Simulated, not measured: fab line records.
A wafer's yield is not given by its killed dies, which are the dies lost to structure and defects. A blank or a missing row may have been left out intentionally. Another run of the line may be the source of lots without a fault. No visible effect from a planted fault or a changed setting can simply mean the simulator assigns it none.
fab line records	flow nand_harc	part 1 of 2: steps 1 to 29 of 38
record lots=5	wafers=15	last_day=31
route steps=1302 shown P_GATE@154
lots that met no fault: taken from a fault-free run of the same line
start_h: the number of hours between the record's first day and the start of the first shown wafer of the lot	wait_h: how many hours have passed since the lot's step before this one	" same as the row above	L1.1+2: several wafers, shown together as one row	- either no value or no given start	* or withheld: withheld	< > ~ a bound
route shown NAME@n: NAME is a module with steps in the file, n the number in the route of the first one	usual: mean and standard deviation over wafers with no fault	same: alike in all rows	chamber/n: place in a boat	sites: the reading at each site	_std_site: the standard deviation of these	_edge_site: mean of outer sites minus mean of inner sites	radius_mm: for every site, how far away it sits from the centre of the wafer	mask NAME#n: copy n	behind: the most recent tool/chamber to have shaped the wafer	hold: cause of the lot's hold/its duration in hours/its outcome	device: transistor that didn't switch, given as n, p or np	end of line: tests of these same wafers at the route's end	for a step that has no rows: nothing shown but its recipe	killed: dies lost to structure and defects at the first sort, not the wafer's yield	map: per-die view of a wafer (x killed, . not killed, _ where there is no die)
set.NAME: the setting the step ran with; set.NAME@STEP: the setting that earlier step ran with	model.NAME: the simulator's own value behind a step, which no gauge read
lots seen at some steps along the route; tables by step, rows by wafer
services: a tool's chamber out of use, with start hour (start_h, from the record's first day; less than 0 if before it), hours out, and reason
## steps
# step NHARC_P_GATE_SRD_74
lot.wafer	tool	chamber	start_h	wait_h
L074.4+3+6	wet_bench-01	0,2,4	-	-
L077.4+3+6	wet_bench-01	2,4,5	-	-
L079.2+1+5	wet_bench-03	4,7,0	-	-
L080.3+1+6	wet_bench-06	1,3,5	-	-
L091.5+4+1	wet_bench-01	5,7,0	-	-
# step NHARC_P_GATE_ALD_36
# recipe target_thk_a=200	pulse_time_s=60	ald_cycles=223	temp_c=400	material=SiNx
# usual heater_power_w=842/43	precursor_pulse_height_rel=1.000/0.019
lot.wafer	tool	chamber	start_h	wait_h	heater_power_w	precursor_pulse_height_rel
L074.3	ald_sin-02	3	103.56	-	824	0.977
L074.6	"	2	106.40	-	895	1.047
L074.4	"	3	107.82	-	815	1.063
L077.3	ald_sin-03	2	128.40	-	893	0.987
L077.6	"	1	131.26	-	839	1.006
L077.4	"	0	134.13	-	882	0.992
L079.2	ald_sin-01	3	145.65	-	910	1.045
L079.1	"	0	146.70	-	899	1.013
L079.5	"	0	150.92	-	881	1.002
L080.3	ald_sin-03	1	160.70	-	828	0.995
L080.1	"	0	163.53	-	855	1.015
L080.6	"	2	166.35	-	876	0.993
L091.1	ald_sin-01	3	270.65	-	841	1.039
L091.4	"	0	271.72	-	844	1.042
L091.5	"	2	273.86	-	764	0.994
# step NHARC_P_GATE_ETCHBACK_37
# recipe target_depth_a=345	time_s=17.2	chf3_flow_sccm=50	o2_flow_sccm=10	ar_flow_sccm=200	rf_w=500	bias_w=200	chemistry=CHF3/O2
# usual drypump_motor_current_A=5.7/0.48	oes_product_au=0.95/0.036	rf_vpp_V=370.5/2	showerhead_plenum_p_Torr=2.40/0.08	throttle_valve_pct=20.574/0.0084
lot.wafer	tool	chamber	start_h	wait_h	drypump_motor_current_A	oes_product_au	rf_hours_counter_h	rf_vpp_V	showerhead_plenum_p_Torr	throttle_valve_pct
L074.4	rie_diel-04	0	-	-	5.7	0.99	7.3	370.7	2.39	20.564
L074.3	"	1	"	"	6.1	0.98	7.6	373.6	2.51	20.578
L074.6	"	3	"	"	5.9	0.98	-	372.3	2.47	20.570
L077.4	rie_diel-04	2	-	-	4.7	0.98	8.2	368.8	2.27	20.570
L077.3	"	3	"	"	5.9	0.99	6.9	371.8	2.47	20.581
L077.6	"	1	"	"	6.1	0.99	-	372.3	2.51	20.589
L079.1	rie_diel-04	2	-	-	4.7	0.92	8.4	369.3	2.27	20.574
L079.2	"	3	"	"	5.9	0.93	7.1	370.8	2.47	20.570
L079.5	"	1	"	"	6.2	0.93	-	371.7	2.51	20.581
L080.1	rie_diel-12	1	-	-	5.8	0.92	3.9	368.2	2.34	20.583
L080.3	"	2	"	"	5.6	0.91	3.6	370.9	2.38	20.576
L080.6	"	3	"	"	5.2	0.94	-	373.8	2.48	20.566
L091.1	rie_diel-04	0	-	-	5.7	0.95	5.1	370.6	2.38	20.570
L091.4	"	3	"	"	5.9	0.95	5.0	370.9	2.47	20.586
L091.5	"	0	"	"	5.7	0.95	-	370.9	2.38	20.576
# step NHARC_P_GATE_STRIP_101
# recipe time_s=20	o2_flow_sccm=500	ar_flow_sccm=0	bias_w=0	chemistry=O2
# usual drypump_motor_current_A=5.7/0.47	oes_product_au=0.998/0.015	rf_vpp_V=57.8/0.9	showerhead_plenum_p_Torr=3.52/0.12	throttle_valve_pct=17.038/0.01
lot.wafer	tool	chamber	start_h	wait_h	drypump_motor_current_A	oes_product_au	rf_hours_counter_h	rf_vpp_V	showerhead_plenum_p_Torr	throttle_valve_pct
L074.4	rie_diel-04	2	112.51	0.1	4.7	0.975	6.9	58.2	3.34	17.049
L074.3	"	3	"	"	5.9	1.002	5.6	58.9	3.62	17.041
L074.6	"	0	"	"	5.7	0.984	-	57.2	3.51	17.032
L077.4	rie_diel-04	3	138.83	0.1	5.9	0.989	6.9	59.1	3.62	17.038
L077.3	"	0	"	"	5.7	1.007	8.2	59.0	3.50	17.030
L077.6	"	1	"	"	6.1	0.991	-	58.7	3.68	17.057
L079.1	rie_diel-04	2	155.25	0.1	4.7	0.983	8.4	57.8	3.34	17.029
L079.2	"	3	"	"	5.9	1.000	7.1	56.3	3.62	17.045
L079.5	"	1	"	"	6.1	1.005	-	57.9	3.68	17.048
L080.3	rie_diel-12	1	172.46	0.1	5.8	0.989	3.9	58.2	3.44	17.068
L080.1	"	2	"	"	5.6	0.978	3.6	57.6	3.50	17.033
L080.6	"	0	"	"	6.0	0.992	-	57.6	3.45	17.048
L091.1	rie_diel-04	3	278.19	0.1	5.9	1.003	5.0	55.9	3.62	17.028
L091.4	"	0	"	"	5.7	1.005	5.1	56.9	3.50	17.025
L091.5	"	3	"	"	5.9	1.014	-	59.1	3.62	17.054
# step NHARC_P_GATE_PRECLEAN_97
# recipe time_s=600	temp_c=120	chemistry=SPM
# usual bath_guard_temp_C=120.0/0.44
lot.wafer	tool	chamber	start_h	wait_h	bath_guard_temp_C
L074.6	wet_bench-01	0	112.62	-	119.8
L074.3	"	1	"	"	120.4
L074.4	"	2	"	"	119.8
L077.6	wet_bench-03	6	138.93	-	119.8
L077.3	"	1	"	"	120.1
L077.4	"	2	"	"	119.3
L079.5	wet_bench-01	4	155.34	-	119.6
L079.1	"	6	"	"	120.2
L079.2	"	1	"	"	120.0
L080.6	wet_bench-03	7	172.55	-	120.1
L080.3	"	0	"	"	120.7
L080.1	"	3	"	"	119.3
L091.5	wet_bench-03	1	278.32	-	120.3
L091.4	"	2	"	"	119.5
L091.1	"	3	"	"	119.7
# step NHARC_P_GATE_SRD_98
lot.wafer	tool	chamber	start_h	wait_h
L074.6+3+4	wet_bench-01	0,1,2	-	-
L077.6+3+4	wet_bench-03	6,1,2	-	-
L079.5+1+2	wet_bench-01	4,6,1	-	-
L080.6+3+1	wet_bench-03	7,0,3	-	-
L091.5+4+1	wet_bench-03	1,2,3	-	-
# step NHARC_P_GATE_PRECLEAN_99
# recipe time_s=*	temp_c=50	bath_age_min=0	chemistry=SC1
# usual bath_guard_temp_C=50.0/0.41
lot.wafer	tool	chamber	start_h	wait_h	bath_guard_temp_C
L074.6	wet_bench-01	0	-	-	50.1
L074.3	"	1	"	"	50.0
L074.4	"	2	"	"	49.8
L077.6	wet_bench-03	6	-	-	49.4
L077.3	"	1	"	"	50.2
L077.4	"	2	"	"	49.5
L079.5	wet_bench-01	4	-	-	49.4
L079.1	"	6	"	"	49.9
L079.2	"	1	"	"	50.0
L080.6	wet_bench-03	7	-	-	49.8
L080.3	"	0	"	"	50.8
L080.1	"	3	"	"	49.8
L091.5	wet_bench-03	1	-	-	50.2
L091.4	"	2	"	"	48.9
L091.1	"	3	"	"	49.8
# step NHARC_P_GATE_SRD_100
lot.wafer	tool	chamber	start_h	wait_h
L074.6+3+4	wet_bench-01	0,1,2	-	-
L077.6+3+4	wet_bench-03	6,1,2	-	-
L079.5+1+2	wet_bench-01	4,6,1	-	-
L080.6+3+1	wet_bench-03	7,0,3	-	-
L091.5+4+1	wet_bench-03	1,2,3	-	-
# step NHARC_P_GATE_DEHYDRATE_38
# recipe temp_c=150	time_s=120
# usual heater_power_total_W=182.6/1.2
lot.wafer	tool	chamber	start_h	wait_h	heater_power_total_W
L074.3	litho_track-03	0	113.01	-	183.8
L074.4	"	0	"	"	183.0
L074.6	"	0	"	"	184.4
L077.3	litho_track-05	0	139.33	-	181.2
L077.4	"	0	"	"	184.1
L077.6	"	0	"	"	183.8
L079.1	litho_track-05	0	155.81	-	183.3
L079.2	"	0	"	"	182.6
L079.5	"	0	"	"	183.7
L080.1	litho_track-03	0	172.94	-	181.6
L080.3	"	0	"	"	184.2
L080.6	"	0	"	"	183.3
L091.1	litho_track-07	0	278.77	-	181.4
L091.4	"	0	"	"	182.9
L091.5	"	0	"	"	181.6
# step NHARC_P_GATE_HMDS_39
# recipe time_s=30
lot.wafer	tool	chamber	start_h	wait_h
L074.3+4+6	litho_track-03	0	-	-
L077.3+4+6	litho_track-05	0	-	-
L079.1+2+5	litho_track-05	0	-	-
L080.1+3+6	litho_track-03	0	-	-
L091.1+4+5	litho_track-07	0	-	-
# step NHARC_P_GATE_COAT_40
# recipe spin_rpm=3000
lot.wafer	tool	chamber	start_h	wait_h
L074.3+4+6	litho_track-03	0	-	-
L077.3+4+6	litho_track-05	0	-	-
L079.1+2+5	litho_track-05	0	-	-
L080.1+3+6	litho_track-03	0	-	-
L091.1+4+5	litho_track-07	0	-	-
# step NHARC_P_GATE_SOFTBAKE_41
# recipe temp_c=122	time_s=95
# usual heater_power_total_W=160.0/0.49
lot.wafer	tool	chamber	start_h	wait_h	heater_power_total_W
L074.3	litho_track-03	0	-	-	159.9
L074.4	"	0	"	"	159.3
L074.6	"	0	"	"	160.6
L077.3	litho_track-05	0	-	-	159.8
L077.4	"	0	"	"	160.6
L077.6	"	0	"	"	160.7
L079.1	litho_track-05	0	-	-	160.1
L079.2	"	0	"	"	160.5
L079.5	"	0	"	"	159.5
L080.1	litho_track-03	0	-	-	159.4
L080.3	"	0	"	"	160.6
L080.6	"	0	"	"	160.6
L091.1	litho_track-07	0	-	-	160.7
L091.4	"	0	"	"	159.5
L091.5	"	0	"	"	159.4
# step NHARC_P_GATE_EBR_42
lot.wafer	tool	chamber	start_h	wait_h
L074.3+4+6	litho_track-03	0	-	-
L077.3+4+6	litho_track-05	0	-	-
L079.1+2+5	litho_track-05	0	-	-
L080.1+3+6	litho_track-03	0	-	-
L091.1+4+5	litho_track-07	0	-	-
# step NHARC_P_GATE_EXPOSE_43
# recipe na=0.6	target_cd_nm=720	dose_mj=14.81	mask_id=P_NSD
lot.wafer	tool	chamber	start_h	wait_h	mask
L074.3+4+6	krf_scanner-04	0	113.17	-	P_NSD#0
L077.3+4+6	krf_scanner-03	0	139.48	-	P_NSD#0
L079.1+2+5	krf_scanner-02	0	156.08	-	P_NSD#0
L080.1+3+6	krf_scanner-03	0	173.21	-	P_NSD#0
L091.1+4+5	krf_scanner-02	0	279.04	-	P_NSD#0
# step NHARC_P_GATE_PEB_44
# recipe peb_temp_c=118	peb_time_s=85
# usual heater_power_total_W=163.96/0.27
lot.wafer	tool	chamber	start_h	wait_h	heater_power_total_W
L074.3	litho_track-07	0	113.22	0.1	163.61
L074.4	"	0	"	"	163.78
L074.6	"	0	"	"	163.74
L077.3	litho_track-03	0	139.54	0.1	163.70
L077.4	"	0	"	"	164.02
L077.6	"	0	"	"	164.28
L079.1	litho_track-03	0	156.15	0.1	163.66
L079.2	"	0	"	"	164.09
L079.5	"	0	"	"	163.65
L080.1	litho_track-07	0	173.28	0.1	163.75
L080.3	"	0	"	"	164.25
L080.6	"	0	"	"	163.62
L091.1	litho_track-05	0	279.10	0.1	163.68
L091.4	"	0	"	"	164.23
L091.5	"	0	"	"	163.81
# step NHARC_P_GATE_DEVELOP_45
# recipe time_s=70
lot.wafer	tool	chamber	start_h	wait_h
L074.3+4+6	litho_track-07	0	-	-
L077.3+4+6	litho_track-03	0	-	-
L079.1+2+5	litho_track-03	0	-	-
L080.1+3+6	litho_track-07	0	-	-
L091.1+4+5	litho_track-05	0	-	-
# step NHARC_P_GATE_CD_MEAS_46
# recipe target_cd_nm=720	landing_energy_ev=500
# usual cd_nm=719.9/2.7
lot.wafer	tool	chamber	start_h	wait_h	cd_nm
L074.3	cd_sem-03	0	113.32	-	717.2
L074.4	"	0	"	"	717.7
L074.6	"	0	"	"	713.8
L077.3	cd_sem-02	0	139.64	-	722.2
L077.4	"	0	"	"	720.6
L077.6	"	0	"	"	722.7
L079.1	cd_sem-03	0	156.24	-	720.5
L079.2	"	0	"	"	718.1
L079.5	"	0	"	"	720.4
L080.1	cd_sem-02	0	173.37	-	714.9
L080.3	"	0	"	"	716.6
L080.6	"	0	"	"	714.2
L091.1	cd_sem-02	0	279.19	-	724.5
L091.4	"	0	"	"	719.8
L091.5	"	0	"	"	721.9
# step NHARC_P_GATE_HARDBAKE_47
# recipe temp_c=125	time_s=80
# usual heater_power_total_W=184.0/0.75
lot.wafer	tool	chamber	start_h	wait_h	heater_power_total_W
L074.3	litho_track-03	0	113.40	-	184.7
L074.4	"	0	"	"	185.0
L074.6	"	0	"	"	183.0
L077.3	litho_track-07	0	139.72	-	184.3
L077.4	"	0	"	"	183.8
L077.6	"	0	"	"	182.9
L079.1	litho_track-07	0	156.32	-	185.0
L079.2	"	0	"	"	185.0
L079.5	"	0	"	"	184.7
L080.1	litho_track-05	0	173.45	-	184.3
L080.3	"	0	"	"	184.2
L080.6	"	0	"	"	183.3
L091.1	litho_track-07	0	279.27	-	183.0
L091.4	"	0	"	"	184.8
L091.5	"	0	"	"	184.1
# step NHARC_P_GATE_DESCUM_48
# recipe time_s=3	o2_flow_sccm=200	ar_flow_sccm=0	bias_power_w=0	chemistry=O2
# usual drypump_motor_current_A=5.7/0.46	oes_product_au=0.998/0.015	rf_vpp_V=57.7/0.85	showerhead_plenum_p_Torr=1.91/0.065	throttle_valve_pct=11.312/0.0086
lot.wafer	tool	chamber	start_h	wait_h	drypump_motor_current_A	oes_product_au	rf_hours_counter_h	rf_vpp_V	showerhead_plenum_p_Torr	throttle_valve_pct
L074.3	rie_diel-12	0	113.49	-	5.9	0.988	0.8	57.8	1.87	11.315
L074.4	"	1	"	"	5.8	0.998	0.6	58.4	1.86	11.303
L074.6	"	0	"	"	5.9	0.992	-	57.3	1.87	11.321
L077.3	rie_diel-04	2	139.79	-	4.7	0.982	8.2	56.9	1.80	11.308
L077.4	"	1	"	"	6.1	0.997	8.5	58.3	2.00	11.304
L077.6	"	3	"	"	5.9	1.008	-	57.6	1.97	11.311
L079.1	rie_diel-04	3	156.41	-	5.9	0.997	7.1	57.0	1.97	11.311
L079.2	"	0	"	"	5.7	1.008	8.4	58.6	1.90	11.308
L079.5	"	2	"	"	4.7	0.981	-	57.6	1.80	11.318
L080.1	rie_diel-04	3	173.53	-	5.9	0.998	8.5	59.0	1.97	11.316
L080.3	"	0	"	"	5.7	0.998	9.7	58.7	1.90	11.311
L080.6	"	3	"	"	5.9	0.992	-	58.7	1.97	11.299
L091.4	rie_diel-10	3	279.35	-	6.4	1.009	2.0	58.7	1.96	11.297
L091.1	"	0	"	"	5.8	1.029	1.4	58.4	1.95	11.332
L091.5	"	3	"	"	6.3	1.023	-	59.0	1.96	11.321
# step NHARC_P_GATE_IMPLANT_49
# recipe energy_kev=30	dose_cm2=3e+15	tilt_deg=7
# usual faraday_current_uA=12697/460	tilt_deg=7.000/0.019
lot.wafer	tool	chamber	start_h	wait_h	faraday_current_uA	tilt_deg
L074.3	implanter-01	0	113.68	0.2	12426	6.989
L074.4	"	0	"	"	12267	7.003
L074.6	"	0	"	"	12242	6.977
L077.3	implanter-01	0	140.00	0.2	12192	6.985
L077.4	"	0	"	"	12418	7.010
L077.6	"	0	"	"	12147	7.001
L079.1	implanter-01	0	156.62	0.2	12237	7.024
L079.2	"	0	"	"	12464	6.996
L079.5	"	0	"	"	12547	7.006
L080.1	implanter-02	0	173.68	0.1	13240	6.992
L080.3	"	0	"	"	13424	6.989
L080.6	"	0	"	"	13356	7.001
L091.1	implanter-01	0	279.50	0.1	12318	6.990
L091.4	"	0	"	"	12433	6.997
L091.5	"	0	"	"	12697	6.992
# step NHARC_P_GATE_STRIP_111
# recipe power_w=1500	temp_c=110	time_s=250	chemistry=N2/H2
# usual drypump_motor_current_A=5.8/0.38	heater_power_w=89/12
lot.wafer	tool	chamber	start_h	wait_h	drypump_motor_current_A	heater_power_w	rf_hours_counter_h
L074.4	plasma_asher-02	0	113.94	0.2	5.7	78	-
L074.3	"	1	"	"	6.2	105	-
L074.6	"	1	"	"	6.2	102	-
L077.3	plasma_asher-02	1	140.26	0.2	6.2	105	-
L077.4	"	0	"	"	5.7	78	-
L077.6	"	1	"	"	6.2	101	-
L079.2	plasma_asher-02	1	156.85	0.2	6.2	103	14
L079.1	"	0	"	"	5.7	79	14
L079.5	"	1	"	"	6.2	104	-
L080.1	plasma_asher-02	1	173.90	0.2	6.2	100	18
L080.3	"	0	"	"	5.7	79	-
L080.6	"	0	"	"	5.7	78	-
L091.1	plasma_asher-02	0	279.77	0.2	5.7	75	5
L091.4	"	1	"	"	6.2	102	-
L091.5	"	1	"	"	6.2	102	-
# step NHARC_P_GATE_STRIP_75
# recipe power_w=1500	temp_c=250	chemistry=O2
# usual drypump_motor_current_A=5.8/0.38	heater_power_w=332/44
lot.wafer	tool	chamber	start_h	wait_h	drypump_motor_current_A	heater_power_w	rf_hours_counter_h
L074.4	plasma_asher-02	0	114.17	0.2	5.7	289	-
L074.3	"	1	"	"	6.2	385	-
L074.6	"	1	"	"	6.2	385	-
L077.3	plasma_asher-02	1	140.48	0.2	6.2	387	-
L077.4	"	0	"	"	5.7	293	-
L077.6	"	1	"	"	6.2	391	-
L079.2	plasma_asher-02	1	157.15	0.3	6.2	380	14
L079.1	"	0	"	"	5.7	292	14
L079.5	"	1	"	"	6.2	385	-
L080.1	plasma_asher-02	1	174.19	0.2	6.2	382	18
L080.3	"	0	"	"	5.7	295	-
L080.6	"	0	"	"	5.7	293	-
L091.1	plasma_asher-02	0	280.03	0.2	5.7	284	6
L091.4	"	1	"	"	6.2	391	-
L091.5	"	1	"	"	6.2	388	-
# step NHARC_P_GATE_STRIP_50
# recipe time_s=900	temp_c=130	chemistry=SPM
# usual bath_guard_temp_C=130.0/0.47
lot.wafer	tool	chamber	start_h	wait_h	bath_guard_temp_C
L074.4	wet_bench-06	1	114.29	0.1	130.6
L074.3	"	2	"	"	130.8
L074.6	"	5	"	"	129.9
L077.4	wet_bench-03	6	140.63	0.1	129.9
L077.6	"	0	"	"	130.7
L077.3	"	1	"	"	130.0
L079.5	wet_bench-01	7	157.31	0.1	130.4
L079.2	"	0	"	"	129.6
L079.1	"	3	"	"	130.4
L080.3	wet_bench-06	3	174.34	0.1	129.6
L080.6	"	4	"	"	129.8
L080.1	"	5	"	"	129.6
L091.5	wet_bench-03	4	280.18	0.1	129.6
L091.4	"	5	"	"	129.8
L091.1	"	7	"	"	130.1
# step NHARC_P_GATE_DEHYDRATE_51
# recipe temp_c=150	time_s=120
# usual heater_power_total_W=182.5/1.3
lot.wafer	tool	chamber	start_h	wait_h	heater_power_total_W
L074.3	litho_track-03	0	114.64	-	184.9
L074.4	"	0	"	"	181.1
L074.6	"	0	"	"	183.0
L077.3	litho_track-07	0	140.97	-	181.7
L077.4	"	0	"	"	183.0
L077.6	"	0	"	"	180.8
L079.1	litho_track-03	0	157.70	-	181.4
L079.2	"	0	"	"	184.6
L079.5	"	0	"	"	182.5
L080.1	litho_track-03	0	174.69	-	181.2
L080.3	"	0	"	"	181.1
L080.6	"	0	"	"	181.2
L091.1	litho_track-07	0	280.53	-	184.3
L091.4	"	0	"	"	180.8
L091.5	"	0	"	"	181.4
# step NHARC_P_GATE_HMDS_52
# recipe time_s=30
lot.wafer	tool	chamber	start_h	wait_h
L074.3+4+6	litho_track-03	0	-	-
L077.3+4+6	litho_track-07	0	-	-
L079.1+2+5	litho_track-03	0	-	-
L080.1+3+6	litho_track-03	0	-	-
L091.1+4+5	litho_track-07	0	-	-
# step NHARC_P_GATE_COAT_53
# recipe spin_rpm=3000
lot.wafer	tool	chamber	start_h	wait_h
L074.3+4+6	litho_track-03	0	-	-
L077.3+4+6	litho_track-07	0	-	-
L079.1+2+5	litho_track-03	0	-	-
L080.1+3+6	litho_track-03	0	-	-
L091.1+4+5	litho_track-07	0	-	-
# step NHARC_P_GATE_SOFTBAKE_54
# recipe temp_c=122	time_s=95
# usual heater_power_total_W=160.1/0.47
lot.wafer	tool	chamber	start_h	wait_h	heater_power_total_W
L074.3	litho_track-03	0	-	-	160.6
L074.4	"	0	"	"	160.5
L074.6	"	0	"	"	160.0
L077.3	litho_track-07	0	-	-	160.6
L077.4	"	0	"	"	160.7
L077.6	"	0	"	"	159.1
L079.1	litho_track-03	0	-	-	160.4
L079.2	"	0	"	"	160.0
L079.5	"	0	"	"	160.6
L080.1	litho_track-03	0	-	-	160.6
L080.3	"	0	"	"	160.4
L080.6	"	0	"	"	160.3
L091.1	litho_track-07	0	-	-	160.1
L091.4	"	0	"	"	160.2
L091.5	"	0	"	"	159.7
# step NHARC_P_GATE_EBR_55
lot.wafer	tool	chamber	start_h	wait_h
L074.3+4+6	litho_track-03	0	-	-
L077.3+4+6	litho_track-07	0	-	-
L079.1+2+5	litho_track-03	0	-	-
L080.1+3+6	litho_track-03	0	-	-
L091.1+4+5	litho_track-07	0	-	-
# step NHARC_P_GATE_EXPOSE_56
# recipe na=0.6	target_cd_nm=720	dose_mj=14.81	mask_id=P_PSD
lot.wafer	tool	chamber	start_h	wait_h	mask
L074.3+4+6	krf_scanner-02	0	114.92	-	P_PSD#0
L077.3+4+6	krf_scanner-02	0	141.25	-	P_PSD#0
L079.1+2+5	krf_scanner-03	0	157.97	-	P_PSD#0
L080.1+3+6	krf_scanner-02	0	174.96	-	P_PSD#0
L091.1+4+5	krf_scanner-04	0	280.67	-	P_PSD#0
